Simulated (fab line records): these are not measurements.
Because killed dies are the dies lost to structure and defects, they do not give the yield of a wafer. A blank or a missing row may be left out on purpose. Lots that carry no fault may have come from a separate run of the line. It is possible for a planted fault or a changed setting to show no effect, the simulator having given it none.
fab line records -- flow n5Finfet -- part 1 of 2: steps 1 to 21 of 32
record lots=5, wafers=15, lastDay=15
route steps=1938 shown PMOS_HMC_CHANNEL_EPI@67 FIN_SAQP@90
lots with no fault: from the same line, run without faults
startH: the number of hours between the record's first day and the start of the first shown wafer of the lot -- waitH: time in hours since the lot's previous step -- " same as the row above -- L1.1+2: a row that stands for several wafers -- - no value, or no start given -- * or withheld: withheld -- < > ~ a bound
route shown NAME@n: NAME is a module with steps in the file, n the number in the route of the first one -- usual: average and standard deviation across the fault-free wafers -- same: alike in all rows -- chamber/n: place in a boat -- sites: readings site by site -- _std_site: standard deviation across them -- _edge_site: outer sites' mean less inner sites' -- radiusMm: how far each site lies from the wafer's centre -- mask NAME#n: copy n -- behind: tool/chamber where the wafer was last shaped -- hold: the reason the lot was held/the length of the hold in hours/how it ended -- device: names the non-switching transistor (n, p or np) -- end of line: the same wafers' tests at the end of the route -- step lacking rows: just its recipe -- killed: the dies lost at the first sort to structure and to defects; this is not the yield of the wafer -- map: shows each die of a wafer: x if killed, . if not, _ if none is there
set.NAME: the setting as run; set.NAME@STEP: as run at that earlier step -- model.NAME: the simulator's own value behind a step, which no gauge read
lots at selected steps of the route; one table per step, one row per wafer
services: a tool's chamber out of use, with start hour (startH, from the record's first day; less than 0 if before it), hours out, and reason
## steps
# step N5_PMOS_HMC_CHANNEL_EPI_INSPECT_11
# recipe mode=adi, inspectInstrument=macro
# usual rawDefectCount=2.0/1.4
lot.wafer,tool,chamber,startH,waitH,rawDefectCount
L074.1,defectInspect-01,-,17.56,0.0,0
L074.5,defectInspect-01,-,17.56,0.0,4
L074.6,defectInspect-01,-,17.56,0.0,4
L076.1,defectInspect-02,-,29.54,0.0,0
L076.4,defectInspect-02,-,29.54,0.0,2
L076.6,defectInspect-02,-,29.54,0.0,2
L081.1,defectInspect-01,-,59.26,0.0,1
L081.2,defectInspect-01,-,59.26,0.0,3
L081.4,defectInspect-01,-,59.26,0.0,4
L085.4,defectInspect-02,-,83.64,0.0,2
L085.5,defectInspect-02,-,83.64,0.0,1
L085.6,defectInspect-02,-,83.64,0.0,2
L086.1,defectInspect-01,-,89.49,0.0,4
L086.2,defectInspect-01,-,89.49,0.0,0
L086.3,defectInspect-01,-,89.49,0.0,0
# step N5_PMOS_HMC_CHANNEL_EPI_DESCUM_14
# recipe chemistry=O2, timeS=7.9, sourcePowerW=50, biasPowerW=20, pressureMtorr=20, rfFrequencyHz=2.712e+07, tempC=40, resist=CAR-ArF-block, o2FlowSccm=225
# usual drypumpMotorCurrentA=5.5/0.36, oesProductAu=0.77/0.066, rfVppV=243.2/1.1, showerheadPlenumPTorr=2.09/0.047, throttleValvePct=20.44/0.23
# same timeS=7.9
lot.wafer,tool,chamber,startH,waitH,drypumpMotorCurrentA,oesProductAu,rfHoursCounterH,rfVppV,showerheadPlenumPTorr,throttleValvePct
L074.1,rieDiel-06,3,17.60,0.0,5.2,0.73,194,242.7,2.08,20.69
L074.5,rieDiel-06,0,17.60,0.0,5.4,0.76,-,241.7,2.09,20.59
L074.6,rieDiel-06,3,17.60,0.0,5.1,0.73,-,242.8,2.08,20.70
L076.1,rieDiel-03,0,29.57,0.0,6.3,0.70,225,243.3,2.07,20.42
L076.4,rieDiel-03,2,29.57,0.0,5.7,0.74,137,244.1,2.18,20.06
L076.6,rieDiel-03,2,29.57,0.0,5.7,0.74,-,245.3,2.18,20.06
L081.1,rieDiel-06,1,59.29,0.0,5.7,0.70,223,240.9,1.98,20.53
L081.2,rieDiel-06,0,59.29,0.0,5.4,0.76,165,244.5,2.09,20.60
L081.4,rieDiel-06,3,59.29,0.0,5.1,0.73,208,243.2,2.07,20.72
L085.4,rieDiel-03,1,83.67,0.0,5.1,0.85,54,243.8,2.13,20.16
L085.5,rieDiel-03,2,83.67,0.0,5.7,0.73,-,245.4,2.17,20.10
L085.6,rieDiel-03,3,83.67,0.0,5.4,0.77,-,242.5,2.09,20.58
L086.1,rieDiel-03,2,89.92,0.4,5.8,0.73,157,243.8,2.17,20.11
L086.2,rieDiel-03,0,89.92,0.4,6.2,0.68,244,242.3,2.06,20.49
L086.3,rieDiel-03,1,89.92,0.4,5.1,0.86,56,243.9,2.12,20.19
# step N5_PMOS_HMC_CHANNEL_EPI_ETCH_32
# recipe chemistry=N2/H2, target=BARC, stopOn=SiO2, targetDepthA=858, overEtchFrac=0.3, timeS=50.3, ionEnergyEv=200, maskMaterial=CAR-ArF-block, pressureMtorr=30, sourceW=840, biasW=150, n2FlowSccm=200, h2FlowSccm=200
# usual drypumpMotorCurrentA=5.5/0.37, n2FlowSccm=199.9/0.65, oesProductAu=0.66/0.054, rfVppV=524.0/1.8, showerheadPlenumPTorr=2.54/0.057, throttleValvePct=17.88/0.24
# same overEtchFrac=0.3, timeS=50.3
lot.wafer,tool,chamber,startH,waitH,drypumpMotorCurrentA,n2FlowSccm,oesProductAu,rfHoursCounterH,rfVppV,showerheadPlenumPTorr,throttleValvePct
L074.1,rieDiel-06,3,17.63,0.0,5.2,199.7,0.62,194,522.5,2.51,18.05
L074.5,rieDiel-06,0,17.63,0.0,5.4,199.5,0.66,-,523.8,2.54,18.02
L074.6,rieDiel-06,3,17.63,0.0,5.1,199.1,0.63,-,522.1,2.51,18.04
L076.1,rieDiel-03,0,29.61,0.0,6.3,201.0,0.60,225,524.9,2.51,17.90
L076.4,rieDiel-03,2,29.61,0.0,5.7,200.3,0.65,137,528.8,2.64,17.53
L076.6,rieDiel-03,2,29.61,0.0,5.8,201.2,0.64,-,527.1,2.64,17.51
L081.1,rieDiel-06,1,59.33,0.0,5.8,198.8,0.59,223,519.5,2.40,18.03
L081.2,rieDiel-06,0,59.33,0.0,5.4,199.4,0.65,165,523.7,2.54,18.05
L081.4,rieDiel-06,3,59.33,0.0,5.2,200.9,0.62,208,523.1,2.51,18.07
L085.4,rieDiel-03,1,83.70,0.0,5.1,199.1,0.73,54,524.2,2.58,17.62
L085.5,rieDiel-03,2,83.70,0.0,5.8,201.1,0.63,-,526.8,2.63,17.55
L085.6,rieDiel-03,3,83.70,0.0,5.4,199.7,0.66,-,524.4,2.56,18.11
L086.1,rieDiel-03,2,89.96,0.0,5.8,199.8,0.63,157,526.5,2.63,17.55
L086.2,rieDiel-03,0,89.96,0.0,6.2,200.1,0.59,244,523.6,2.50,17.92
L086.3,rieDiel-03,1,89.96,0.0,5.1,200.4,0.73,56,526.3,2.58,17.63
# step N5_PMOS_HMC_CHANNEL_EPI_HM_OPEN_15
# recipe chemistry=CHF3/O2, target=SiO2, maskMaterial=CAR-ArF-block, targetDepthA=406, CHF3_flow_sccm=50, O2_flow_sccm=5, Ar_flow_sccm=200, timeS=20.3, pressureMtorr=30, sourceW=650, biasW=170, ionEnergyEv=200
# usual drypumpMotorCurrentA=5.5/0.36, oesProductAu=0.77/0.067, rfVppV=523/5.6, showerheadPlenumPTorr=2.41/0.053, throttleValvePct=18.94/0.22
# same timeS=20.3
lot.wafer,tool,chamber,startH,waitH,drypumpMotorCurrentA,oesProductAu,rfHoursCounterH,rfVppV,showerheadPlenumPTorr,throttleValvePct
L074.1,rieDiel-06,3,17.67,0.0,5.2,0.74,194,523,2.39,19.13
L074.5,rieDiel-06,0,17.67,0.0,5.4,0.76,-,519,2.42,19.08
L074.6,rieDiel-06,3,17.67,0.0,5.2,0.73,-,521,2.39,19.16
L076.1,rieDiel-03,0,29.65,0.0,6.2,0.71,225,519,2.38,18.91
L076.4,rieDiel-03,2,29.65,0.0,5.7,0.74,137,528,2.51,18.61
L076.6,rieDiel-03,2,29.65,0.0,5.8,0.75,-,527,2.51,18.61
L081.1,rieDiel-06,1,59.37,0.0,5.7,0.69,223,519,2.29,19.04
L081.2,rieDiel-06,0,59.37,0.0,5.4,0.74,165,519,2.41,19.10
L081.4,rieDiel-06,3,59.37,0.0,5.2,0.72,208,521,2.39,19.17
L085.4,rieDiel-03,1,83.74,0.0,5.1,0.86,54,528,2.45,18.68
L085.5,rieDiel-03,2,83.74,0.0,5.8,0.72,-,528,2.51,18.63
L085.6,rieDiel-03,3,83.74,0.0,5.4,0.78,-,517,2.42,19.14
L086.1,rieDiel-03,2,90.00,0.0,5.7,0.73,157,528,2.50,18.64
L086.2,rieDiel-03,0,90.00,0.0,6.2,0.69,244,518,2.38,18.94
L086.3,rieDiel-03,1,90.00,0.0,5.1,0.85,56,528,2.45,18.69
# step N5_PMOS_HMC_CHANNEL_EPI_STRIP_33
# recipe chemistry=N2/H2, powerW=500, tempC=40, pressureMtorr=50, rfFrequencyHz=6e+07, overashFraction=0.3, biasPowerW=8, h2Frac=0.5, n2FlowSccm=300, h2FlowSccm=300
# usual drypumpMotorCurrentA=5.5/0.37, n2FlowSccm=300.1/0.88, oesProductAu=0.77/0.065, rfVppV=54.0/1.4, showerheadPlenumPTorr=3.36/0.073, throttleValvePct=18.88/0.27
lot.wafer,tool,chamber,startH,waitH,drypumpMotorCurrentA,n2FlowSccm,oesProductAu,rfHoursCounterH,rfVppV,showerheadPlenumPTorr,throttleValvePct
L074.1,rieDiel-06,3,17.73,0.0,5.2,299.7,0.75,194,56.0,3.32,18.95
L074.5,rieDiel-06,0,17.73,0.0,5.4,299.9,0.77,-,54.9,3.36,19.12
L074.6,rieDiel-06,3,17.73,0.0,5.2,299.7,0.73,-,51.9,3.32,18.94
L076.1,rieDiel-03,0,29.70,0.0,6.3,298.9,0.70,225,52.3,3.32,18.92
L076.4,rieDiel-03,2,29.70,0.0,5.8,300.2,0.75,137,56.6,3.48,18.53
L076.6,rieDiel-03,2,29.70,0.0,5.8,300.0,0.75,-,55.1,3.48,18.52
L081.1,rieDiel-06,1,59.43,0.0,5.7,300.5,0.71,223,55.0,3.18,19.18
L081.2,rieDiel-06,0,59.43,0.0,5.4,299.9,0.75,165,53.2,3.35,19.09
L081.4,rieDiel-06,3,59.43,0.0,5.1,300.2,0.72,208,54.5,3.31,18.99
L085.4,rieDiel-03,1,83.80,0.0,5.1,298.9,0.86,54,53.6,3.41,18.71
L085.5,rieDiel-03,2,83.80,0.0,5.8,300.0,0.73,-,54.2,3.47,18.55
L085.6,rieDiel-03,3,83.80,0.0,5.4,301.4,0.79,-,54.6,3.38,19.18
L086.1,rieDiel-03,2,90.06,0.0,5.8,299.6,0.75,157,55.8,3.47,18.53
L086.2,rieDiel-03,0,90.06,0.0,6.3,300.2,0.68,244,55.4,3.31,18.91
L086.3,rieDiel-03,1,90.06,0.0,5.1,301.4,0.84,56,56.0,3.41,18.73
# step N5_PMOS_HMC_CHANNEL_EPI_STRIP_17
# recipe chemistry=SPM, timeS=750, tempC=130, h2so4H2o2VolRatio=4, dry=ipaMarangoni
# same timeS=750
lot.wafer,tool,chamber,startH,waitH
L074.1+5+6,wetBench-04,"1,0,5",17.80,-
L076.1+4+6,wetBench-02,"0,1,7",29.77,-
L081.1+2+4,wetBench-02,"4,0,6",59.49,-
L085.4+5+6,wetBench-04,"4,2,1",83.87,-
L086.1+2+3,wetBench-01,"4,0,5",90.12,-
# step N5_PMOS_HMC_CHANNEL_EPI_ETCH_38
# recipe chemistry=CF4, target=SiO2, targetDepthA=15, ionEnergyEv=350, pressureMtorr=10, icpW=800, biasW=400, cf4FlowSccm=80
# usual drypumpMotorCurrentA=5.83/0.27, oesProductAu=0.999/0.017, throttleValvePct=21.83/0.24
lot.wafer,tool,chamber,startH,waitH,drypumpMotorCurrentA,oesProductAu,rfHoursCounterH,throttleValvePct
L074.1,rieSi-05,0,18.03,0.0,6.00,1.038,5,21.65
L074.5,rieSi-05,3,18.03,0.0,5.78,1.008,-,21.76
L074.6,rieSi-05,2,18.03,0.0,5.67,1.014,-,22.02
L076.1,rieSi-03,2,30.01,0.0,6.29,0.999,65,21.73
L076.4,rieSi-03,3,30.01,0.0,5.72,1.002,80,21.52
L076.6,rieSi-03,0,30.01,0.0,5.84,0.974,-,21.46
L081.1,rieSi-03,2,59.73,0.0,6.26,0.997,66,21.72
L081.2,rieSi-03,0,59.73,0.0,5.86,0.970,87,21.46
L081.4,rieSi-03,1,59.73,0.0,5.84,1.005,171,22.06
L085.4,rieSi-04,2,84.10,0.0,5.20,0.992,190,21.76
L085.5,rieSi-04,0,84.10,0.0,5.81,0.989,-,22.18
L085.6,rieSi-04,1,84.10,0.0,6.52,0.986,-,21.84
L086.1,rieSi-05,3,90.36,0.0,5.75,1.022,87,21.77
L086.2,rieSi-05,0,90.36,0.0,6.02,1.020,6,21.66
L086.3,rieSi-05,1,90.36,0.0,5.68,0.978,136,22.08
# step N5_PMOS_HMC_CHANNEL_EPI_FIN_RECESS_16
# recipe chemistry=HBr/Cl2, target=Si, maskMaterial=SiO2, targetDepthA=540, timeS=18, pressureMtorr=10, icpW=800, biasW=75, HBr_flow_sccm=150, Cl2_flow_sccm=80
# usual drypumpMotorCurrentA=5.84/0.27, mfcCl2Sccm=80.02/0.25, oesProductAu=1.000/0.016, throttleValvePct=35.5/0.33
# same timeS=18
lot.wafer,tool,chamber,startH,waitH,drypumpMotorCurrentA,mfcCl2Sccm,oesProductAu,rfHoursCounterH,throttleValvePct
L074.1,rieSi-05,0,18.05,0.0,6.04,80.46,1.039,5,35.4
L074.5,rieSi-05,3,18.05,0.0,5.78,80.05,1.003,-,35.4
L074.6,rieSi-05,2,18.05,0.0,5.66,80.40,1.016,-,35.7
L076.1,rieSi-03,2,30.03,0.0,6.28,80.34,0.993,65,35.3
L076.4,rieSi-03,3,30.03,0.0,5.73,80.08,0.999,80,35.0
L076.6,rieSi-03,0,30.03,0.0,5.82,79.96,0.974,-,35.1
L081.1,rieSi-03,2,59.75,0.0,6.24,79.64,0.998,66,35.2
L081.2,rieSi-03,0,59.75,0.0,5.87,80.09,0.980,87,35.1
L081.4,rieSi-03,1,59.75,0.0,5.86,80.04,0.993,171,35.7
L085.4,rieSi-04,2,84.12,0.0,5.23,79.86,1.010,190,35.5
L085.5,rieSi-04,0,84.12,0.0,5.81,80.20,0.994,-,36.1
L085.6,rieSi-04,1,84.12,0.0,6.52,80.28,0.989,-,35.5
L086.1,rieSi-05,3,90.38,0.0,5.76,80.15,1.021,87,35.4
L086.2,rieSi-05,0,90.38,0.0,6.03,80.23,1.029,6,35.4
L086.3,rieSi-05,1,90.38,0.0,5.70,80.10,0.977,136,35.8
# step N5_PMOS_HMC_CHANNEL_EPI_PRECLEAN_36
# recipe chemistry=O3/DIW, timeS=45, tempC=22, o3Ppm=10
# same timeS=45
lot.wafer,tool,chamber,startH,waitH
L074.1+5+6,wetBench-04,"3,1,7",18.15,0.1
L076.1+4+6,wetBench-04,"6,5,0",30.13,0.1
L081.1+2+4,wetBench-02,"3,1,4",59.85,0.1
L085.4+5+6,wetBench-04,"1,0,7",84.22,0.1
L086.1+2+3,wetBench-02,"1,3,0",90.48,0.1
# step N5_PMOS_HMC_CHANNEL_EPI_PRECLEAN_18
# recipe chemistry=DHF, timeS=30, tempC=25, dilution=withheld
# same timeS=30
lot.wafer,tool,chamber,startH,waitH
L074.1+5+6,wetBench-04,"3,1,7",18.17,0.0
L076.1+4+6,wetBench-04,"6,5,0",30.14,0.0
L081.1+2+4,wetBench-02,"3,1,4",59.86,0.0
L085.4+5+6,wetBench-04,"1,0,7",84.24,0.0
L086.1+2+3,wetBench-02,"1,3,0",90.51,0.0
# step N5_PMOS_HMC_CHANNEL_EPI_SRD_19
# recipe dry=ipaMarangoni, doPpb=5, timeS=30, tempC=23, rinseLiquid=diw
# usual doPpb=5.00/0.051
# same timeS=30
lot.wafer,tool,chamber,startH,waitH,doPpb
L074.1,wetBench-04,3,18.17,0.0,4.99
L074.5,wetBench-04,1,18.17,0.0,5.11
L074.6,wetBench-04,7,18.17,0.0,5.03
L076.1,wetBench-04,6,30.15,0.0,4.99
L076.4,wetBench-04,5,30.15,0.0,5.00
L076.6,wetBench-04,0,30.15,0.0,5.04
L081.1,wetBench-02,3,59.87,0.0,5.04
L081.2,wetBench-02,1,59.87,0.0,4.98
L081.4,wetBench-02,4,59.87,0.0,4.99
L085.4,wetBench-04,1,84.25,0.0,5.02
L085.5,wetBench-04,0,84.25,0.0,5.01
L085.6,wetBench-04,7,84.25,0.0,5.01
L086.1,wetBench-02,1,90.52,0.0,5.04
L086.2,wetBench-02,3,90.52,0.0,5.07
L086.3,wetBench-02,0,90.52,0.0,4.93
# step N5_PMOS_HMC_CHANNEL_EPI_EPI_20
# recipe material=SiGe30, maskMaterial=SiO2, pressureTorr=20, targetThkA=590, tempC=600
# usual susceptor_temp_C_max=601.3/0.38
lot.wafer,tool,chamber,startH,waitH,susceptor_temp_C_max
L074.1,epiRpcvd-04,0,18.23,0.0,601.5
L074.5,epiRpcvd-04,0,19.65,1.5,601.4
L074.6,epiRpcvd-04,0,19.65,1.5,601.4
L076.1,epiRpcvd-01,0,30.20,0.0,600.9
L076.4,epiRpcvd-01,0,30.20,0.0,600.9
L076.6,epiRpcvd-01,0,30.20,0.0,601.2
L081.1,epiRpcvd-04,0,59.92,0.0,601.7
L081.2,epiRpcvd-04,0,59.92,0.0,601.1
L081.4,epiRpcvd-04,0,59.92,0.0,601.1
L085.4,epiRpcvd-04,0,84.89,0.6,600.8
L085.5,epiRpcvd-04,0,84.89,0.6,600.6
L085.6,epiRpcvd-04,0,84.89,0.6,601.6
L086.1,epiRpcvd-02,0,90.59,0.0,601.9
L086.2,epiRpcvd-02,0,90.59,0.0,601.0
L086.3,epiRpcvd-02,0,90.59,0.0,601.5
# step N5_PMOS_HMC_CHANNEL_EPI_HM_STRIP_35
# recipe chemistry=dHF, tempC=25, material=SiO2, target=SiO2, targetDepthA=396, timeS=216
# same timeS=216
lot.wafer,tool,chamber,startH,waitH
L074.1+5+6,wetBench-02,"5,3,0",20.41,1.8
L076.1+4+6,wetBench-01,"2,7,0",31.45,1.0
L081.1+2+4,wetBench-04,"7,5,6",61.55,1.4
L085.4+5+6,wetBench-02,"7,2,3",85.55,0.5
L086.1+2+3,wetBench-02,"4,5,0",92.76,1.8
# step N5_PMOS_HMC_CHANNEL_EPI_SRD_39
# recipe dry=ipaMarangoni, timeS=30, tempC=23, rinseLiquid=diw
# same timeS=30
lot.wafer,tool,chamber,startH,waitH
L074.1+5+6,wetBench-02,"5,3,0",20.47,0.0
L076.1+4+6,wetBench-01,"2,7,0",31.52,0.0
L081.1+2+4,wetBench-04,"7,5,6",61.62,0.0
L085.4+5+6,wetBench-02,"7,2,3",85.61,0.0
L086.1+2+3,wetBench-02,"4,5,0",92.88,0.0
# step N5_PMOS_HMC_CHANNEL_EPI_CMP_21
# recipe material=SiGe30, postCmpClean=alkalineBrush, targetThkNm=54
# usual edgeZonePressureFrac=1.001/0.0056, motorCurrentA=11.7/1.1
lot.wafer,tool,chamber,startH,waitH,edgeZonePressureFrac,motorCurrentA
L074.1,cmp-02,1,20.51,0.0,0.999,12.5
L074.6,cmp-02,1,20.51,0.0,1.003,11.8
L074.5,cmp-02,2,20.51,0.0,1.002,11.0
L076.1,cmp-04,1,31.56,0.0,1.008,11.7
L076.4,cmp-04,3,31.56,0.0,0.998,11.4
L076.6,cmp-04,2,31.56,0.0,1.000,11.9
L081.4,cmp-01,3,61.66,0.0,1.006,9.6
L081.1,cmp-01,0,61.66,0.0,1.011,12.9
L081.2,cmp-01,1,61.66,0.0,1.002,13.5
L085.4,cmp-04,2,85.76,0.1,0.993,11.7
L085.5,cmp-04,3,85.76,0.1,0.999,11.6
L085.6,cmp-04,0,85.76,0.1,1.005,12.2
L086.1,cmp-02,3,92.94,0.0,1.006,10.2
L086.2,cmp-02,0,92.94,0.0,0.996,10.0
L086.3,cmp-02,2,92.94,0.0,1.005,10.9
# step N5_PMOS_HMC_CHANNEL_EPI_THK_MEAS_22
# recipe reads=SiGe30_of_PMOS_HMC_CHANNEL_EPI_EPI_20
# usual HMC_CMP_THK=54.2/0.55
lot.wafer,tool,chamber,startH,waitH,HMC_CMP_THK[nm]
L074.1,filmMetro-01,-,20.81,-,53.8
L074.5,filmMetro-01,-,20.81,-,54.7
L074.6,filmMetro-01,-,20.81,-,54.0
L076.1,filmMetro-02,-,31.86,-,53.8
L076.4,filmMetro-02,-,31.86,-,54.4
L076.6,filmMetro-02,-,31.86,-,53.2
L081.1,filmMetro-02,-,61.95,-,54.0
L081.2,filmMetro-02,-,61.95,-,53.5
L081.4,filmMetro-02,-,61.95,-,54.3
L085.4,filmMetro-02,-,85.94,-,55.1
L085.5,filmMetro-02,-,85.94,-,54.9
L085.6,filmMetro-02,-,85.94,-,54.3
L086.1,filmMetro-02,-,93.24,-,55.3
L086.2,filmMetro-02,-,93.24,-,53.7
L086.3,filmMetro-02,-,93.24,-,54.2
# step N5_PMOS_HMC_CHANNEL_EPI_PRECLEAN_40
# recipe chemistry=DHF, timeS=30, tempC=25, dilution=withheld
# same timeS=30
lot.wafer,tool,chamber,startH,waitH
L074.1+5+6,wetBench-02,"7,5,0",20.83,0.0
L076.1+4+6,wetBench-01,"3,2,5",31.88,0.0
L081.1+2+4,wetBench-04,"5,1,0",61.98,0.0
L085.4+5+6,wetBench-01,"0,5,4",85.98,0.0
L086.1+2+3,wetBench-01,"0,1,2",93.26,0.0
# step N5_PMOS_HMC_CHANNEL_EPI_PRECLEAN_37
# recipe chemistry=O3/DIW, timeS=45, tempC=22, o3Ppm=10
# same timeS=45
lot.wafer,tool,chamber,startH,waitH
L074.1+5+6,wetBench-02,"7,5,0",20.85,0.0
L076.1+4+6,wetBench-01,"3,2,5",31.90,0.0
L081.1+2+4,wetBench-04,"5,1,0",61.99,0.0
L085.4+5+6,wetBench-01,"0,5,4",85.99,0.0
L086.1+2+3,wetBench-01,"0,1,2",93.27,0.0
# step N5_PMOS_HMC_CHANNEL_EPI_PRECLEAN_24
# recipe chemistry=DHF, timeS=30, tempC=25, dilution=withheld
# same timeS=30
lot.wafer,tool,chamber,startH,waitH
L074.1+5+6,wetBench-02,"7,5,0",20.86,0.0
L076.1+4+6,wetBench-01,"3,2,5",31.91,0.0
L081.1+2+4,wetBench-04,"5,1,0",62.00,0.0
L085.4+5+6,wetBench-01,"0,5,4",86.00,0.0
L086.1+2+3,wetBench-01,"0,1,2",93.29,0.0
# step N5_PMOS_HMC_CHANNEL_EPI_SRD_25
# recipe dry=ipaMarangoni, doPpb=5, timeS=30, tempC=23, rinseLiquid=diw
# usual doPpb=5.01/0.052
# same timeS=30
lot.wafer,tool,chamber,startH,waitH,doPpb
L074.1,wetBench-02,7,20.87,0.0,5.02
L074.5,wetBench-02,5,20.87,0.0,5.06
L074.6,wetBench-02,0,20.87,0.0,4.96
L076.1,wetBench-01,3,31.92,0.0,4.98
L076.4,wetBench-01,2,31.92,0.0,5.00
L076.6,wetBench-01,5,31.92,0.0,4.95
L081.1,wetBench-04,5,62.01,0.0,5.09
L081.2,wetBench-04,1,62.01,0.0,4.99
L081.4,wetBench-04,0,62.01,0.0,5.02
L085.4,wetBench-01,0,86.01,0.0,5.05
L085.5,wetBench-01,5,86.01,0.0,5.05
L085.6,wetBench-01,4,86.01,0.0,5.04
L086.1,wetBench-01,0,93.30,0.0,5.10
L086.2,wetBench-01,1,93.30,0.0,4.98
L086.3,wetBench-01,2,93.30,0.0,4.95
# step N5_PMOS_HMC_CHANNEL_EPI_EPI_26
# recipe material=Si, targetThkA=38, tempC=650, precursor=SiH4/H2, pressureTorr=20, timeS=22.7
# usual susceptor_temp_C_max=651.3/0.42, throttleValvePct=11.07/0.25
# same timeS=22.7
lot.wafer,tool,chamber,startH,waitH,susceptor_temp_C_max,throttleValvePct
L074.1,epiRpcvd-01,0,20.92,0.0,651.9,11.51
L074.5,epiRpcvd-01,0,20.92,0.0,651.9,11.57
L074.6,epiRpcvd-01,0,20.92,0.0,651.7,11.19
L076.1,epiRpcvd-02,0,31.97,0.0,651.6,10.87
L076.4,epiRpcvd-02,0,31.97,0.0,651.2,10.92
L076.6,epiRpcvd-02,0,31.97,0.0,651.0,10.77
L081.1,epiRpcvd-02,0,62.06,0.0,651.7,10.67
L081.2,epiRpcvd-02,0,62.06,0.0,651.6,10.77
L081.4,epiRpcvd-02,0,62.06,0.0,651.6,10.80
L085.4,epiRpcvd-02,0,86.21,0.2,651.3,10.85
L085.5,epiRpcvd-02,0,86.21,0.2,650.7,10.55
L085.6,epiRpcvd-02,0,86.21,0.2,651.1,10.80
L086.1,epiRpcvd-04,0,93.34,0.0,651.4,10.92
L086.2,epiRpcvd-04,0,93.34,0.0,651.8,11.09
L086.3,epiRpcvd-04,0,93.34,0.0,651.8,10.84
